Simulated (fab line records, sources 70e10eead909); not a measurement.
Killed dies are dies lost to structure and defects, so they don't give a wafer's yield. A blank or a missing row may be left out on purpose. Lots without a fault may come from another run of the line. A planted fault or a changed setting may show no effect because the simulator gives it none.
fab line records | flow nand_harc
record lots=6 wafers=18 last_day=33
route steps=1302 shown A_CHANNEL_HOLE_D2@608 A_CHANNEL_FILL_D2@610 END@1302
lots that met no fault: from a run of the same line without faults
start_h: hours from the record's first day to the start of the lot's first wafer shown | wait_h: hours since the lot's step before | " the same as in the row above | L1.1+2: a row that stands for several wafers | - no value, or no start given | * or withheld: withheld | < > ~ a bound
route shown NAME@n: a module of which the file shows steps, and the number in the route of the first | usual: mean/standard deviation of fault-free wafers | same: alike in all rows | chamber/n: place in a boat | sites: the reading at each site | _std_site: their standard deviation | _edge_site: outer sites' mean less inner sites' | radius_mm: how far each site lies from the wafer's centre | mask NAME#n: copy n | behind: the tool/chamber that last shaped the wafer | hold: why the lot was held/for how many hours/how that ended | device: the transistor (n, p or np) that didn't switch | end of line: the same wafers' tests at the end of the route | a step without rows: its recipe alone | killed: dies lost to structure and defects at the first sort, not the wafer's yield | map: a wafer's dies, x killed, . not, _ none there
set.NAME: the setting as run; set.NAME@STEP: as run at that earlier step | model.NAME: the simulator's own value behind a step, which no gauge read
lots at some steps of the route; a table a step, a row a wafer
services: from which hour (start_h, from the record's first day; less than 0 if before it) a tool's chamber was out of use, for how many hours, and why
## steps
# step NHARC_A_CHANNEL_HOLE_D2_XSEM_32
# recipe landing_energy_ev=35000
# step NHARC_A_CHANNEL_HOLE_D2_INSPECT_40
# usual raw_defect_count=295/88
# columns lot.wafer tool chamber start_h wait_h raw_defect_count
L198.2 defect_inspect-02 - 304.63 - 320
L198.3 " - " " 188
L198.4 " - " " 193
L200.1 defect_inspect-02 - 313.00 - 361
L200.2 " - " " 252
L200.5 " - " " 463
L212.2 defect_inspect-01 - 448.22 - 219
L212.4 " - " " 245
L212.5 " - " " 271
L213.1 defect_inspect-01 - 448.53 - 433
L213.4 " - " " 256
L213.6 " - " " 382
L219.1 defect_inspect-01 - 531.55 - 227
L219.2 " - " " 293
L219.4 " - " " 256
L221.1 defect_inspect-01 - 540.98 - 149
L221.2 " - " " 174
L221.6 " - " " 221
# step NHARC_A_CHANNEL_FILL_D2_PRECLEAN_00
# recipe time_s=* temp_c=50 bath_age_min=0 chemistry=SC1
# step NHARC_A_CHANNEL_FILL_D2_SRD_01
# step NHARC_A_CHANNEL_FILL_D2_ALD_02
# recipe target_thk_a=60 pulse_time_s=10 ald_cycles=60 temp_c=300 material=SiO2
# step NHARC_A_CHANNEL_FILL_D2_ALD_03
# recipe target_thk_a=60 pulse_time_s=60 ald_cycles=58 temp_c=630 pressure_torr=2 material=SiNx
# step NHARC_A_CHANNEL_FILL_D2_ALD_14
# recipe target_thk_a=25 pulse_time_s=10 ald_cycles=25 temp_c=300 material=SiO2
# usual heater_power_outer_w=275/30 heater_power_w=487/53 precursor_pulse_height_rel=1.001/0.021
# same ald_cycles=25
# columns lot.wafer tool chamber start_h wait_h heater_power_outer_w heater_power_w precursor_pulse_height_rel
L198.4 ald_hk-01 2 311.83 0.0 275 461 1.017
L198.2 " 3 " " 254 419 1.009
L198.3 " 1 " " 324 529 1.005
L200.2 ald_hk-04 1 320.24 0.0 287 519 0.992
L200.1 " 2 " " 280 482 1.005
L200.5 " 1 " " 295 518 1.005
L212.2 ald_hk-03 1 455.75 0.3 265 491 0.973
L212.4 " 2 " " 208 388 0.993
L212.5 " 1 " " 266 474 1.019
L213.4 ald_hk-03 0 455.93 0.5 251 456 1.051
L213.1 " 1 " " 271 475 1.006
L213.6 " 0 " " 251 447 0.965
L219.2 ald_hk-03 2 540.12 0.1 212 394 1.000
L219.4 " 3 " " 290 540 0.993
L219.1 " 0 " " 254 448 0.982
L221.2 ald_hk-01 3 548.25 0.1 245 433 0.984
L221.1 " 0 " " 300 516 0.964
L221.6 " 1 " " 317 548 0.996
# step NHARC_A_CHANNEL_FILL_D2_ALD_15
# recipe target_thk_a=20 pulse_time_s=60 ald_cycles=19 temp_c=630 pressure_torr=2 material=SiNx
# usual chamber_pressure_Torr=2.001/0.005 precursor_pulse_height_rel=1.000/0.022
# same ald_cycles=19
# columns lot.wafer tool chamber start_h wait_h chamber_pressure_Torr precursor_pulse_height_rel
L198.2 ald_sin_batch-03 0 - - 1.990 1.005
L198.3 " 0 " " 1.994 0.992
L198.4 " 0 " " 1.997 0.990
L200.1 ald_sin_batch-03 0 - - 2.000 0.993
L200.2 " 0 " " 2.000 0.964
L200.5 " 0 " " 2.003 1.007
L212.2 ald_sin_batch-01 0 - - 2.001 1.005
L212.4 " 0 " " 2.005 0.980
L212.5 " 0 " " 2.000 1.007
L213.1 ald_sin_batch-01 0 - - 1.997 0.968
L213.4 " 0 " " 1.996 0.999
L213.6 " 0 " " 2.001 1.020
L219.1 ald_sin_batch-02 0 - - 2.001 1.014
L219.2 " 0 " " 2.001 0.981
L219.4 " 0 " " 2.000 0.974
L221.1 ald_sin_batch-03 0 - - 2.002 1.030
L221.2 " 0 " " 2.009 1.021
L221.6 " 0 " " 2.004 0.997
# step NHARC_A_CHANNEL_FILL_D2_ALD_16
# recipe target_thk_a=15 pulse_time_s=10 ald_cycles=15 temp_c=300 material=SiO2
# usual heater_power_outer_w=274/29 heater_power_w=483/52 precursor_pulse_height_rel=1.000/0.02
# same ald_cycles=15
# columns lot.wafer tool chamber start_h wait_h heater_power_outer_w heater_power_w precursor_pulse_height_rel
L198.4 ald_hk-04 3 317.05 0.1 272 471 1.001
L198.2 " 0 " " 320 576 1.011
L198.3 " 1 " " 290 526 0.978
L200.2 ald_hk-03 1 325.44 0.0 251 442 1.000
L200.1 " 3 " " 287 533 0.995
L200.5 " 1 " " 247 458 0.984
L212.4 ald_hk-01 1 460.87 0.0 326 524 0.986
L212.2 " 3 " " 253 434 0.990
L212.5 " 2 " " 270 478 0.994
L213.4 ald_hk-03 1 460.89 0.1 263 484 0.999
L213.1 " 2 " " 216 374 1.036
L213.6 " 1 " " 267 472 0.995
L219.2 ald_hk-04 2 545.29 0.0 277 464 1.002
L219.1 " 3 " " 269 463 0.983
L219.4 " 1 " " 277 508 1.011
L221.1 ald_hk-04 2 553.33 0.0 270 466 0.970
L221.2 " 1 " " 282 512 0.979
L221.6 " 3 " " 263 472 1.009
# step NHARC_A_CHANNEL_FILL_D2_ANNEAL_17
# recipe temp_c=850 time_s=1800
# step NHARC_A_CHANNEL_FILL_D2_CVD_18
# recipe target_thk_a=30 temp_c=550 material=poly-Si
# step NHARC_A_CHANNEL_FILL_D2_ETCHBACK_19
# recipe target_depth_a=50 time_s=1.7 hbr_flow_sccm=150 cl2_flow_sccm=50 rf_w=400 icp_w=400 bias_w=100 chemistry=HBr/Cl2
# usual drypump_motor_current_A=5.57/0.25 he_backside_leak_sccm=2.64/0.23 oes_product_au=1.002/0.013 throttle_valve_pct=26.406/0.0096
# columns lot.wafer tool chamber start_h wait_h drypump_motor_current_A he_backside_leak_sccm oes_product_au rf_hours_counter_h throttle_valve_pct
L198.4 rie_si-04 0 329.01 0.4 5.55 2.35 0.988 0.9 26.414
L198.3 " 2 " " 5.61 2.54 1.019 0.7 26.405
L198.2 " 3 " " 5.39 2.73 0.993 0.9 26.411
L200.2 rie_si-02 2 337.24 0.4 5.78 2.32 1.019 0.3 26.394
L200.1 " 1 " " 5.48 3.00 1.010 0.4 26.415
L200.5 " 2 " " 5.78 2.30 1.026 - 26.406
L212.2 rie_si-04 0 472.20 0.4 5.52 2.36 0.981 0.6 26.402
L212.4 " 2 " " 5.62 2.46 1.001 0.6 26.410
L212.5 " 1 " " 5.43 2.71 1.009 - 26.409
L213.4 rie_si-05 3 472.21 0.4 5.31 2.68 1.000 0.9 26.405
L213.1 " 1 " " 5.69 2.70 0.981 0.7 26.396
L213.6 " 3 " " 5.28 2.63 0.984 - 26.411
L219.2 rie_si-04 3 556.72 0.4 5.40 2.86 1.017 0.2 26.400
L219.4 " 0 " " 5.53 2.28 0.984 0.2 26.393
L219.1 " 2 " " 5.61 2.54 1.007 0.2 26.415
L221.1 rie_si-02 0 566.83 0.4 5.73 2.68 0.994 0.8 26.404
L221.2 " 3 " " 6.07 2.84 1.001 0.7 26.417
L221.6 " 0 " " 5.72 2.69 0.989 - 26.402
# step NHARC_A_CHANNEL_FILL_D2_ETCHBACK_20
# recipe target_depth_a=270 time_s=13.5 c4f8_flow_sccm=withheld o2_flow_sccm=8 ar_flow_sccm=withheld rf_w=600 bias_w=1500 chemistry=C4F8/O2/Ar
# usual oes_product_au=0.986/0.021 rf_vpp_V=979/5.3 run_length_s=34.5/0.41
# columns lot.wafer tool chamber start_h wait_h oes_product_au rf_hours_counter_h rf_vpp_V run_length_s
L198.4 rie_diel-07 0 329.15 - 0.912 0.5 979 34.8
L198.3 " 1 " " 0.922 0.4 986 34.9
L198.2 " 2 " " 0.938 0.3 983 34.7
L200.2 rie_diel-11 0 337.38 - 0.998 1.7 977 34.3
L200.1 " 1 " " 0.982 1.6 968 34.4
L200.5 " 0 " " 0.994 - 978 34.3
L213.1 rie_diel-11 1 472.33 - 0.967 0.4 970 34.5
L213.4 " 0 " " 0.922 0.1 978 29.7
L213.6 " 2 " " 0.985 - 973 30.3
L212.2 rie_diel-11 3 472.40 - 0.970 0.4 984 34.5
L212.4 " 1 " " 0.961 0.4 972 29.9
L212.5 " 2 " " 0.991 - 973 34.6
L219.2 rie_diel-11 1 556.84 - 0.980 3.0 969 34.6
L219.1 " 3 " " 0.973 2.9 986 34.6
L219.4 " 0 " " 1.001 2.7 978 33.8
L221.2 rie_diel-07 1 566.97 - 0.992 2.0 988 34.8
L221.1 " 2 " " 1.006 2.0 985 34.9
L221.6 " 0 " " 0.991 - 978 34.5
# step NHARC_A_CHANNEL_FILL_D2_STRIP_28
# recipe time_s=20 o2_flow_sccm=500 ar_flow_sccm=0 bias_w=0 chemistry=O2
# usual drypump_motor_current_A=5.8/0.33 oes_product_au=0.997/0.0088 rf_vpp_V=57.7/0.89 showerhead_plenum_p_Torr=3.56/0.13 throttle_valve_pct=17.036/0.0096
# columns lot.wafer tool chamber start_h wait_h drypump_motor_current_A oes_product_au rf_hours_counter_h rf_vpp_V showerhead_plenum_p_Torr throttle_valve_pct
L198.4 rie_diel-07 3 329.23 0.1 5.9 1.014 0.4 58.1 3.57 17.031
L198.3 " 0 " " 5.5 0.987 0.5 57.4 3.53 17.028
L198.2 " 1 " " 6.1 0.997 0.4 58.8 3.73 17.032
L200.2 rie_diel-11 1 337.46 0.1 5.3 0.990 1.6 56.4 3.33 17.028
L200.1 " 3 " " 5.8 0.984 1.9 57.0 3.69 17.033
L200.5 " 0 " " 6.2 0.995 - 57.8 3.54 17.046
L213.4 rie_diel-11 1 472.45 0.1 5.2 0.988 0.4 57.2 3.33 17.059
L213.1 " 2 " " 5.6 1.000 0.4 58.6 3.41 17.034
L213.6 " 3 " " 5.8 0.989 - 58.5 3.69 17.035
L212.4 rie_diel-11 0 472.48 0.1 6.2 0.994 0.2 56.4 3.53 17.038
L212.2 " 2 " " 5.6 1.012 0.4 57.8 3.41 17.023
L212.5 " 0 " " 6.2 1.003 - 56.4 3.53 17.030
L219.2 rie_diel-11 1 556.93 0.1 5.2 0.989 3.0 56.3 3.32 17.042
L219.4 " 3 " " 5.8 0.975 2.9 58.5 3.69 17.019
L219.1 " 0 " " 6.3 0.998 2.7 57.7 3.53 17.032
L221.2 rie_diel-07 2 567.05 0.1 6.2 1.008 2.0 57.5 3.66 17.035
L221.1 " 0 " " 5.5 0.996 2.0 58.1 3.53 17.026
L221.6 " 1 " " 6.1 1.004 - 56.7 3.73 17.030
# step NHARC_END_SORT_01
# recipe temp_c=25
# usual killed_at_array=54/21 killed_at_other=0.9/1.1 killed_at_periphery=3.5/2.5 killed_dies=58/21 killed_open=3.3/1.9 killed_short=2.6/1.8
# same gross_dies=677
# columns lot.wafer tool chamber start_h wait_h killed_at_array killed_at_other killed_at_periphery killed_dies killed_open killed_short
L198.2 prober-02 0 578.09 2.8 23 2 6 31 3 5
L198.3 prober-02 0 578.89 3.1 23 1 4 28 3 0
L198.4 prober-02 0 579.69 3.4 25 0 7 32 2 2
L212.4 prober-02 0 707.85 3.4 207 0 1 208 5 2
L213.4 prober-01 0 715.65 3.4 285 1 7 293 4 1
L213.6 prober-01 0 717.24 4.0 226 4 11 241 0 2
# killed by level:class
L198.2 A_CHANNEL_HOLE_D2:chamber_film_flake=6 A_CONTACT:chamber_film_flake=5 P_GATE:chamber_film_flake=3 A_CHANNEL_FILL_D1:geometric_particle:open=2 A_WL_FILL:geometric_particle:short=2 P_STI:chamber_film_flake=2 A_STAIRCASE:chamber_film_flake=2 HYBRID_BOND:chamber_film_flake=2
L198.3 A_STAIRCASE:chamber_film_flake=6 A_CHANNEL_HOLE_D2:chamber_film_flake=5 P_GATE:chamber_film_flake=4 A_CHANNEL_HOLE_D1:chamber_film_flake=4 A_DECK1_JOINT:geometric_particle:open=1 A_CHANNEL_FILL_D2:geometric_particle:open=1 A_WL_FILL:geometric_particle:open=1 A_ZERO_WELL:chamber_film_flake=1
L198.4 A_CHANNEL_HOLE_D2:chamber_film_flake=7 A_STAIRCASE:chamber_film_flake=6 P_GATE:chamber_film_flake=5 A_CHANNEL_HOLE_D1:chamber_film_flake=5 A_DECK1_JOINT:chamber_film_flake=2 A_CHANNEL_FILL_D2:geometric_particle:short=1 P_CONTACT:geometric_particle:open=1 P_M0:geometric_particle:open=1
L212.4 A_CHANNEL_FILL_D2:area_etchback=164 A_CHANNEL_HOLE_D1:chamber_film_flake=28 A_SLIT:chamber_film_flake=4 A_ONON_D2:geometric_particle:open=2 A_CHANNEL_FILL_D2:chamber_film_flake=2 P_M0:geometric_particle:open=1 A_CONTACT:geometric_particle:open=1 A_M0:geometric_particle:open=1
L213.4 A_CHANNEL_FILL_D2:area_etchback=231 A_SLIT:chamber_film_flake=24 A_CHANNEL_HOLE_D2:chamber_film_flake=9 A_CHANNEL_HOLE_D1:chamber_film_flake=8 A_STAIRCASE:chamber_film_flake=3 P_CONTACT:geometric_particle:open=2 P_BONDPAD:chamber_film_flake=2 A_ZERO_WELL:chamber_film_flake=2
L213.6 A_CHANNEL_FILL_D2:area_etchback=185 A_SLIT:chamber_film_flake=19 A_CHANNEL_HOLE_D1:chamber_film_flake=10 A_CHANNEL_HOLE_D2:chamber_film_flake=6 THIN_TSV:chamber_film_flake=4 P_ZERO_WELL:chamber_film_flake=3 P_GATE:chamber_film_flake=3 P_BONDPAD:chamber_film_flake=3
# map L212.4 (x killed, . not)
____________.____________
_________.x..x.x_________
_______.xx..x....._______
______...x......xx.______
_____............xx._____
____..........xxxxx.x____
____...........xxxxx.____
___.............xxxxxx___
___x...........xxxxx.x___
__............x.xx...x.__
__.x...x......x...xx...__
_..............x..x.x.x._
_....x..........x....xxx_
_.x...................xx_
_...............x..xxxx._
_......................x_
x..x..............x.x..xx
........x....x....x.....x
..x........x......x.xxx.x
x...................x...x
..x.x.............xx.xxxx
_x...............x..x.x._
_.............x..x.xxxxx_
_x.x.............x...xxx_
_x...x.....xx.....xx.xxx_
_.x...x.............xxxx_
__.x..x..........xx....__
__x.x......x.....x..x.x__
___.x.xx.x...xx.x.x..x___
___xx.x..x....x.xxxxxx___
____....xx.x..xxxxxx.____
____xxx..xx....xxxxxx____
_____x.x...x..xxxxxx_____
______x.x.xxxx.xxxx______
_______x.xxxxxxxxx_______
_________xx.xxxx_________
____________x____________
# map L213.4 (x killed, . not)
____________.____________
_________......._________
_______..........x_______
______..........x..______
_____........x....x._____
____..x....x...xx.x..____
____..xx...x...xx....____
___...xxx.x.xxxx..xx.x___
___.x...x.xx..xx......___
__......xx..xxx.xxxxx..__
__..x.xx..x..x..xx.....__
_.....xxxxxxx.xx.xx..xx._
_..........xxxx.xxx..x.._
_....x...xxxxxxxxxx....._
_..x.xxx.xxxxxx.xxxxx..x_
_....x.x..xxxxxxxxxxxx.._
..xx.....xxxxxxxxx.xx....
.......xxxxxxxxxx...x.x..
.....xx..xxxx.xxx..x...x.
.x.xx.x.xx.xxx..x..xx....
..x..x..xx.xxx.xxxx..x...
_xxxx.xx.xxx..xx.xx.xxxx_
_xxxxxx..xxx.x.xx.xx...._
_.xxxxxx.xxxxxxxxxx..x.._
_xxxxxxxx.xx...x.x.x...._
_.xxxxx..xxxxxxxxx..x.xx_
__xxxxxx.x.x.xxx.xxx.x.__
__xxxxxx...xx.x.x....xx__
___.x..x..x.xxx...x..x___
___....x.xx.x.........___
____.....x...x.......____
____............x....____
_____........x......_____
______.x......x....______
_______..........._______
_________......._________
____________.____________
## services
# columns tool chamber start_h hours kind
rie_diel-07 - 294.20 9.0 pm
rie_si-05 3 303.88 15.1 repair
rie_si-04 - 342.00 9.0 pm
rie_diel-07 3 342.91 16.7 repair
rie_diel-07 0 356.81 15.2 repair
ald_sin_batch-01 - 389.64 3.1 repair
rie_diel-07 1 410.99 5.0 repair
ald_sin_batch-03 - 416.37 10.6 repair
rie_si-02 3 418.72 1.1 repair
rie_diel-07 1 424.25 30.2 repair
rie_diel-11 - 432.52 9.0 pm
ald_hk-04 - 433.68 10.0 pm
rie_diel-11 0 452.73 17.3 repair
rie_si-02 - 454.00 9.0 pm
rie_diel-07 2 458.95 6.0 repair
rie_diel-07 - 471.20 9.0 pm
ald_hk-01 - 471.82 2.8 repair
rie_si-04 2 488.87 4.6 repair
rie_diel-07 3 504.05 4.0 repair
ald_sin_batch-01 - 506.00 26.0 pm
ald_hk-04 - 510.78 1.2 repair
rie_diel-11 1 511.08 7.3 repair
rie_diel-11 - 511.53 0.3 repair
rie_si-04 - 519.00 9.0 pm
## key
first_sign step=NHARC_A_CHANNEL_FILL_D2_ETCHBACK_20 reading=run_length_s direction=down sigmas=11 usual=* struck=*
effect step=NHARC_END_SORT_01 reading=killed_dies direction=up sigmas=8.9 usual=58 struck=247
more_kills_born_at NHARC_A_CHANNEL_FILL_D2_ETCHBACK_20@rie_diel-11=580
met_at NHARC_A_CHANNEL_FILL_D2_ETCHBACK_20
struck_wafers L212.4,L213.4,L213.6
tester_left_out L212,L213
onset_between 337.38 472.33
fault kind=process_parameter_drift tool=rie_diel-11 chamber=- onset_h=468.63 steps=NHARC_A_CHANNEL_FILL_D2_ETCHBACK_20 channel=time_s offset=* shape=step end_h=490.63 scope=struck_wafers_only acts_in=* stated=*
# tester_left_out: of these lots the tester's yield and bins aren't shown, on N5 and GAA mostly nor the transistor test; their killed dies are dies lost to structure and defects alone, not to doping, threshold or leakage, so they don't give the yield
